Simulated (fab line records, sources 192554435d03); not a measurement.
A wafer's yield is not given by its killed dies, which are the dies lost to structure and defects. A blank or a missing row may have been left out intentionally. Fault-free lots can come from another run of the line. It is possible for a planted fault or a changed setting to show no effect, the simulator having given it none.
fab line records    flow n5_finfet
record lots=11  wafers=32  last_day=17
route steps=1938 shown BEOL_M15@1786 MIM_TOP@1838 PASSIVATION@1936
lots that met no fault: from a run of the same line without faults
start_h: hours from the record's opening day to when the first of the lot's shown wafers began    wait_h: how many hours have passed since the lot's step before this one    " same as the row above    L1.1+2: a row that stands for several wafers    - no value, or no start was given    * or withheld: withheld    < > ~ a bound
route shown NAME@n: a module of which the file shows steps, and the number in the route of the first    usual: average and standard deviation across the fault-free wafers    same: alike in all rows    chamber/n: place in a boat    sites: per-site readings    _std_site: standard deviation across them    _edge_site: inner sites' mean taken away from outer sites' mean    radius_mm: for every site, how far away it sits from the centre of the wafer    mask NAME#n: copy n    behind: tool/chamber where the wafer was last shaped    hold: reason for holding the lot/hours on hold/outcome of the hold    device: whichever transistor did not switch (one of n, p or np)    end of line: tests of these same wafers at the route's end    for a step that has no rows: nothing shown but its recipe    killed: not the wafer's yield, but the dies lost to structure and defects at the first sort    map: shows each die of a wafer: x if killed, . if not, _ if none is there
set.NAME: setting as actually run; set.NAME@STEP: the setting as run at that earlier step    model.NAME: the simulator's own value behind a step, which no gauge read
one table for each step of the route and one row for each wafer, over a sample of lots
services: from which hour (start_h, from the record's first day; less than 0 if before it) a tool's chamber was out of use, for how many hours, and why
## steps
# step N5_BEOL_M15_DESCUM_15
# recipe chemistry=O2  time_s=7.9  source_power_w=50  bias_power_w=20  pressure_mtorr=20  rf_frequency_hz=2.712e+07  temp_c=40  o2_flow_sccm=225
# usual drypump_motor_current_A=5.8/0.34  o2_flow_sccm=225.0/0.68  oes_product_au=0.79/0.095  rf_vpp_V=242.9/1.8  showerhead_plenum_p_Torr=2.07/0.11  throttle_valve_pct=20.4/0.33
lot.wafer  tool         chamber  start_h  wait_h  drypump_motor_current_A  o2_flow_sccm  oes_product_au  rf_hours_counter_h  rf_vpp_V  showerhead_plenum_p_Torr  throttle_valve_pct
L653.1     rie_diel-06  1        266.29   0.1     5.8                      226.0         0.71            241                 241.3     1.98                      20.8
L653.4     "            3        "        "       6.5                      224.7         0.87            -                   243.6     2.06                      20.0
L653.6     "            0        "        "       6.3                      225.4         0.84            -                   242.4     2.13                      20.5
L652.2     rie_diel-06  2        274.78   0.0     5.6                      223.9         0.75            176                 244.6     2.16                      20.1
L652.5     "            1        "        "       5.8                      225.5         0.70            -                   240.8     1.97                      20.8
L652.6     "            2        "        "       5.6                      223.5         0.74            -                   245.5     2.16                      20.1
L654.1     rie_diel-02  1        274.96   0.0     6.0                      224.4         0.67            224                 240.4     2.00                      20.6
L654.4     "            3        "        "       6.2                      225.2         0.81            -                   241.4     2.00                      20.1
L654.5     "            0        "        "       5.2                      224.6         0.74            -                   243.9     2.09                      20.5
L657.2     rie_diel-05  3        294.39   0.1     6.0                      224.8         0.75            185                 244.5     2.14                      20.6
L657.4     "            2        "        "       6.0                      225.9         0.72            170                 239.5     1.91                      20.1
L657.5     "            3        "        "       5.9                      223.2         0.74            -                   244.5     2.14                      20.6
L666.4     rie_diel-02  3        342.83   0.0     6.2                      224.0         0.79            -                   242.0     1.99                      20.2
L666.6     "            0        "        "       5.2                      225.6         0.72            -                   241.8     2.08                      20.6
L665.1     rie_diel-05  2        360.52   0.0     6.0                      223.5         0.72            190                 240.3     1.90                      20.1
L665.4     "            0        "        "       5.5                      225.2         0.82            108                 241.3     2.03                      20.1
L665.5     "            1        "        "       5.5                      225.7         1.00            -                   247.6     2.28                      20.8
L668.1     rie_diel-05  3        361.86   0.6     6.0                      225.7         0.73            207                 243.6     2.14                      20.7
L668.3     "            1        "        "       5.5                      226.6         0.99            3                   244.9     2.28                      20.8
L668.6     "            1        "        "       5.5                      226.2         0.99            -                   247.3     2.28                      20.8
L669.2     rie_diel-05  1        365.61   0.1     5.5                      224.8         0.97            4                   246.7     2.28                      20.8
L669.4     "            3        "        "       5.9                      225.7         0.72            -                   245.3     2.14                      20.7
L669.5     "            1        "        "       5.5                      225.4         0.98            -                   245.0     2.28                      20.8
L673.2     rie_diel-05  2        384.98   0.0     6.0                      226.0         0.70            201                 240.3     1.90                      20.1
L673.3     "            3        "        "       6.0                      225.1         0.72            217                 244.2     2.13                      20.7
L673.5     "            1        "        "       5.5                      224.9         0.95            -                   244.9     2.28                      20.8
L671.1     rie_diel-05  0        389.31   0.0     5.5                      225.2         0.81            111                 242.1     2.03                      20.1
L671.4     "            1        "        "       5.4                      225.4         0.96            14                  246.1     2.28                      20.8
L671.5     "            2        "        "       6.0                      224.4         0.70            -                   239.4     1.90                      20.1
L674.1     rie_diel-05  0        393.21   0.0     5.5                      225.4         0.81            112                 243.2     2.03                      20.1
L674.2     "            3        "        "       5.9                      224.4         0.71            220                 243.8     2.13                      20.7
L674.3     "            2        "        "       6.0                      224.2         0.70            204                 240.9     1.90                      20.2
# step N5_BEOL_M15_STRIP_63
# recipe chemistry=O2  power_w=600  temp_c=60  pressure_mtorr=30  rf_frequency_hz=6e+07  bias_power_w=0  overash_fraction=0.3  o2_flow_sccm=225
# usual drypump_motor_current_A=5.8/0.34  o2_flow_sccm=225.1/0.66  oes_product_au=0.79/0.095  rf_vpp_V=3.7/0.72  showerhead_plenum_p_Torr=2.08/0.11  throttle_valve_pct=16.69/0.3
# same overash_fraction=0.3
lot.wafer  tool         chamber  start_h  wait_h  drypump_motor_current_A  o2_flow_sccm  oes_product_au  rf_hours_counter_h  rf_vpp_V  showerhead_plenum_p_Torr  throttle_valve_pct
L653.1     rie_diel-06  1        -        -       5.7                      224.2         0.70            242                 5.1       1.98                      17.02
L653.4     "            3        "        "       6.4                      224.0         0.87            -                   3.6       2.06                      16.21
L653.6     "            0        "        "       6.3                      224.9         0.84            -                   4.3       2.13                      16.75
L652.2     rie_diel-06  2        -        -       5.6                      225.3         0.73            177                 3.7       2.17                      16.46
L652.5     "            1        "        "       5.7                      225.8         0.71            -                   4.1       1.98                      17.03
L652.6     "            2        "        "       5.6                      224.9         0.74            -                   4.0       2.16                      16.42
L654.1     rie_diel-02  1        -        -       6.0                      225.3         0.67            224                 3.1       2.00                      16.87
L654.4     "            3        "        "       6.2                      224.9         0.79            -                   3.7       2.00                      16.35
L654.5     "            0        "        "       5.2                      224.8         0.74            -                   3.0       2.09                      16.78
L657.2     rie_diel-05  3        -        -       5.9                      223.8         0.75            185                 2.3       2.15                      16.89
L657.4     "            2        "        "       6.0                      226.3         0.73            170                 4.7       1.92                      16.42
L657.5     "            3        "        "       5.9                      224.5         0.75            -                   2.9       2.15                      16.91
L666.4     rie_diel-02  3        -        -       6.2                      226.6         0.78            -                   2.1       1.99                      16.42
L666.6     "            0        "        "       5.3                      225.3         0.71            -                   3.5       2.08                      16.83
L665.1     rie_diel-05  2        -        -       5.9                      224.2         0.71            191                 3.3       1.91                      16.45
L665.4     "            0        "        "       5.5                      225.2         0.82            108                 3.6       2.03                      16.38
L665.5     "            1        "        "       5.5                      224.6         0.98            -                   5.3       2.28                      16.91
L668.1     rie_diel-05  3        -        -       5.9                      225.0         0.71            207                 3.7       2.14                      16.98
L668.3     "            1        "        "       5.5                      224.8         0.99            3                   3.2       2.28                      16.93
L668.6     "            1        "        "       5.5                      224.8         0.99            -                   3.2       2.28                      16.90
L669.2     rie_diel-05  1        -        -       5.5                      225.1         0.98            5                   2.5       2.28                      16.95
L669.4     "            3        "        "       5.9                      225.1         0.72            -                   1.9       2.14                      16.96
L669.5     "            1        "        "       5.5                      223.7         0.99            -                   3.0       2.28                      16.92
L673.2     rie_diel-05  2        -        -       6.0                      224.6         0.71            201                 3.8       1.91                      16.49
L673.3     "            3        "        "       5.9                      225.1         0.72            217                 4.2       2.14                      16.97
L673.5     "            1        "        "       5.5                      225.5         0.95            -                   4.1       2.28                      16.94
L671.1     rie_diel-05  0        -        -       5.5                      224.8         0.81            111                 3.4       2.03                      16.41
L671.4     "            1        "        "       5.5                      225.1         0.96            14                  3.5       2.28                      16.96
L671.5     "            2        "        "       6.0                      224.7         0.69            -                   3.0       1.91                      16.47
L674.1     rie_diel-05  0        -        -       5.5                      224.4         0.82            112                 3.5       2.03                      16.40
L674.2     "            3        "        "       5.9                      225.1         0.73            220                 3.4       2.14                      16.99
L674.3     "            2        "        "       6.0                      226.2         0.70            204                 3.8       1.90                      16.50
# step N5_BEOL_M15_ANNEAL_48
# recipe temp_c=225  time_s=90  ambient=N2
# usual anneal_temp_c=225.01/0.17  anneal_temp_c_max=226.12/0.24  wafer_temp_C_max=226.32/0.29
lot.wafer  tool           chamber  start_h  wait_h  anneal_temp_c  anneal_temp_c_max  wafer_temp_C_max
L653.1     rtp_anneal-01  0        272.80   0.7     225.14         226.60             226.61
L653.4     "              0        "        "       225.17         226.20             226.13
L653.6     "              0        "        "       225.08         226.29             226.58
L652.2     rtp_anneal-01  -        277.92   0.2     -              -                  -
L652.5     "              -        "        "       -              -                  -
L652.6     "              -        "        "       -              -                  -
L654.1     rtp_anneal-01  -        281.03   0.4     -              -                  -
L654.4     "              -        "        "       -              -                  -
L654.5     "              -        "        "       -              -                  -
L657.2     rtp_anneal-02  0        298.33   0.2     224.79         226.10             226.19
L657.4     "              0        "        "       224.87         226.14             225.88
L657.5     "              0        "        "       224.97         225.91             226.11
L666.4     rtp_anneal-01  0        348.11   0.2     225.08         226.04             226.20
L666.6     "              0        "        "       224.79         225.92             226.14
L665.1     rtp_anneal-02  0        364.33   0.5     225.32         226.33             226.06
L665.4     "              0        "        "       225.11         226.03             226.21
L665.5     "              0        "        "       224.99         225.82             226.26
L668.1     rtp_anneal-01  0        367.11   0.2     224.95         226.05             226.45
L668.3     "              0        "        "       225.02         226.08             226.17
L668.6     "              0        "        "       224.88         226.04             226.52
L669.2     rtp_anneal-02  0        369.59   0.2     225.05         226.12             226.46
L669.4     "              0        "        "       225.21         226.33             226.37
L669.5     "              0        "        "       225.15         226.01             226.65
L673.2     rtp_anneal-01  0        388.39   0.4     225.08         226.11             226.05
L673.3     "              0        "        "       225.06         226.59             226.25
L673.5     "              0        "        "       224.93         225.85             226.48
L671.1     rtp_anneal-02  0        392.77   0.3     225.02         226.00             226.05
L671.4     "              0        "        "       225.09         225.98             226.45
L671.5     "              0        "        "       225.04         226.04             226.33
L674.1     rtp_anneal-01  0        397.23   0.3     224.92         225.90             226.07
L674.2     "              0        "        "       224.59         225.40             226.62
L674.3     "              0        "        "       224.85         225.64             226.40
# step N5_MIM_TOP_SPUTTER_03
# recipe material=TiN  target_thk_a=350  temp_c=200  power_w=3000  chamber_pressure_pa=0.49996  gas=Ar  reactive_partial_pa=0.37997  time_s=89.7
# usual susceptor_temp_C=199.99/0.16  throttle_valve_pct=30.4/0.58
lot.wafer  tool            chamber  start_h  wait_h  susceptor_temp_C  throttle_valve_pct
L653.1     pvd_sputter-03  -        278.49   0.0     200.61            30.8
L653.4     "               -        "        "       200.23            30.4
L653.6     "               -        "        "       200.08            30.6
L652.2     pvd_sputter-03  -        281.26   0.0     199.97            30.8
L652.5     "               -        "        "       200.13            31.0
L652.6     "               -        "        "       200.06            30.9
L654.1     pvd_sputter-01  -        287.02   0.0     199.85            30.6
L654.4     "               -        "        "       199.94            30.4
L654.5     "               -        "        "       199.92            30.3
L657.2     pvd_sputter-02  -        302.04   0.0     199.95            29.1
L657.4     "               -        "        "       200.13            29.6
L657.5     "               -        "        "       199.76            29.3
L666.4     pvd_sputter-03  -        351.18   0.0     199.94            30.4
L666.6     "               -        "        "       199.82            30.5
L665.1     pvd_sputter-03  -        368.56   0.0     199.85            30.9
L665.4     "               -        "        "       199.94            30.8
L665.5     "               -        "        "       200.07            30.9
L668.1     pvd_sputter-01  -        371.79   0.0     200.02            30.2
L668.3     "               -        "        "       200.13            30.8
L668.6     "               -        "        "       200.01            30.5
L669.2     pvd_sputter-03  -        375.37   0.0     199.94            30.3
L669.4     "               -        "        "       200.01            29.6
L669.5     "               -        "        "       200.06            29.6
L673.2     pvd_sputter-01  -        391.89   0.0     199.74            30.6
L673.3     "               -        "        "       200.20            29.8
L673.5     "               -        "        "       199.97            30.9
L671.1     pvd_sputter-01  -        397.41   0.0     199.89            30.4
L671.4     "               -        "        "       200.10            29.6
L671.5     "               -        "        "       200.18            30.5
L674.1     pvd_sputter-01  -        400.33   0.0     200.11            29.7
L674.2     "               -        "        "       200.05            30.7
L674.3     "               -        "        "       199.91            30.9
# step N5_PASSIVATION_PROBE_49
# usual defect_limited_yield=91.1/1.4  killed_at_M0_to_M3=36/9.9  killed_at_M4_up=13/5.8  killed_at_contacts=14/5.9  killed_at_front_end=39/11  killed_at_other=3.4/2.9  killed_dies=105/17  killed_on_rim=15/3.9  killed_open=70/13  killed_short=34/7.3  sort_bin_5_function=5.3/1  sort_bin_6_memory=3.3/0.62  sort_n_pass=1075/17  sort_yield_pct=91.1/1.4
# same gross_dies=1180  killed_at_back_side=0  sort_bin_4_leakage[%]=0  sort_bin_8_speed[%]=0
lot.wafer  tool       chamber  start_h  wait_h  defect_limited_yield[%]  killed_at_M0_to_M3  killed_at_M4_up  killed_at_contacts  killed_at_front_end  killed_at_other  killed_dies  killed_on_rim  killed_open  killed_short  sort_bin_5_function[%]  sort_bin_6_memory[%]  sort_n_pass  sort_yield_pct[%]
L673.2     prober-02  -        404.79   0.1     90.6                     36                  18               23                  26                   8                111          12             77           34            5.3                     3.8                   1069         90.6
L673.3     prober-02  -        404.84   0.1     89.2                     34                  15               29                  43                   7                128          18             97           31            6.9                     3.7                   1052         89.2
L673.5     prober-02  -        404.94   0.2     91.3                     38                  11               19                  31                   4                103          14             62           41            4.8                     3.7                   1077         91.3
L671.1     prober-01  -        411.01   0.0     90.9                     30                  32               10                  29                   6                107          15             77           27            5.9                     2.7                   1073         90.9
L671.4     prober-01  -        411.16   0.2     91.8                     19                  25               17                  35                   1                97           11             68           29            4.7                     3.1                   1083         91.8
L671.5     prober-01  -        411.21   0.2     91.4                     29                  20               15                  36                   1                101          17             70           30            5.7                     2.5                   1079         91.4
# killed by level:class
L673.2 MOL_CONTACT_COAG:geometric_particle:open=21 BEOL_M0_SAQP:geometric_particle:short=11 BEOL_M0_SAQP:geometric_particle:open=10 FIN_SAQP:geometric_particle:open=9 BEOL_M5:geometric_particle:open=7 STI_FIN_REVEAL:geometric_particle:open=6 BEOL_M1:geometric_particle:open=5 FIN_SAQP:geometric_particle:short=4
L673.3 MOL_CONTACT_COAG:geometric_particle:open=27 STI_FIN_REVEAL:geometric_particle:open=11 BEOL_M0_SAQP:geometric_particle:open=9 FIN_SAQP:geometric_particle:open=7 BEOL_M4:geometric_particle:open=7 BEOL_M0_SAQP:geometric_particle:short=6 BEOL_M2:geometric_particle:open=6 FIN_SAQP:geometric_particle:short=5
L673.5 MOL_CONTACT_COAG:geometric_particle:open=15 BEOL_M0_SAQP:geometric_particle:short=15 FIN_SAQP:geometric_particle:short=7 STI_FIN_REVEAL:geometric_particle:open=7 BEOL_M0_SAQP:geometric_particle:open=7 BEOL_M3:geometric_particle:open=6 FIN_SAQP:geometric_particle:open=4 MOL_CONTACT_COAG:geometric_particle:short=4
L671.1 BEOL_M4:geometric_particle:open=22 MOL_CONTACT_COAG:geometric_particle:open=10 BEOL_M2:geometric_particle:open=9 BEOL_M0_SAQP:geometric_particle:open=7 STI_FIN_REVEAL:geometric_particle:open=6 BEOL_M4:geometric_particle:short=6 DUMMY_GATE:geometric_particle:open=5 BEOL_M3:geometric_particle:open=5
L671.4 BEOL_M4:geometric_particle:open=18 MOL_CONTACT_COAG:geometric_particle:open=13 FIN_SAQP:geometric_particle:short=8 DUMMY_GATE:geometric_particle:open=7 STI_FIN_REVEAL:geometric_particle:open=5 BEOL_M2:geometric_particle:open=5 BEOL_M3:geometric_particle:open=5 MOL_CONTACT_COAG:geometric_particle:short=4
L671.5 MOL_CONTACT_COAG:geometric_particle:open=15 BEOL_M4:geometric_particle:open=14 STI_FIN_REVEAL:geometric_particle:open=11 BEOL_M3:geometric_particle:open=10 FIN_SAQP:geometric_particle:short=6 BEOL_M3:geometric_particle:short=6 DUMMY_GATE:geometric_particle:open=5 STARTING-WAFER:geometric_particle:short=5
## services
tool            chamber  start_h  hours  kind
rie_diel-02     -        257.21   15.6   pm
rie_diel-05     0        261.54   19.9   repair
rie_diel-06     2        264.89   6.7    repair
rie_diel-02     0        278.05   4.4    repair
rie_diel-06     1        287.76   -      clean
rie_diel-06     1        287.76   -      consumable_replace:focus_ring
rie_diel-06     1        287.76   -      consumable_replace:showerhead
rie_diel-06     1        287.76   16.5   scheduled_down
rie_diel-06     1        287.76   16.5   vent_cycle
rie_diel-05     -        298.29   4.3    pm
rie_diel-06     2        307.35   1.8    repair
rie_diel-06     2        309.34   9.4    repair
rie_diel-05     1        325.31   -      clean
rie_diel-05     1        325.31   -      consumable_replace:focus_ring
rie_diel-05     1        325.31   -      consumable_replace:showerhead
rie_diel-05     1        325.31   28.2   scheduled_down
rie_diel-05     1        325.31   28.2   vent_cycle
rie_diel-02     1        337.28   -      clean
rie_diel-02     1        337.28   -      consumable_replace:focus_ring
rie_diel-02     3        348.17   1.7    repair
rie_diel-06     3        351.73   3.7    repair
rie_diel-05     0        365.05   20.0   repair
rie_diel-06     0        370.50   2.6    repair
pvd_sputter-02  -        371.63   0.5    repair
## key
first_sign step=N5_BEOL_M15_ANNEAL_48  reading=tool_record  direction=missing
effect none on later readings
met_at N5_BEOL_M15_ANNEAL_48
struck_lots L652,L654
not_acting_at N5_BEOL_M15_DESCUM_15,N5_BEOL_M15_STRIP_63,N5_MIM_TOP_SPUTTER_03
onset_between 272.80 277.92
fault kind=skipped_step_whole  tool=rtp_anneal-01  chamber=-  onset_h=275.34  steps=N5_BEOL_M15_ANNEAL_48  scope=struck_lots_only
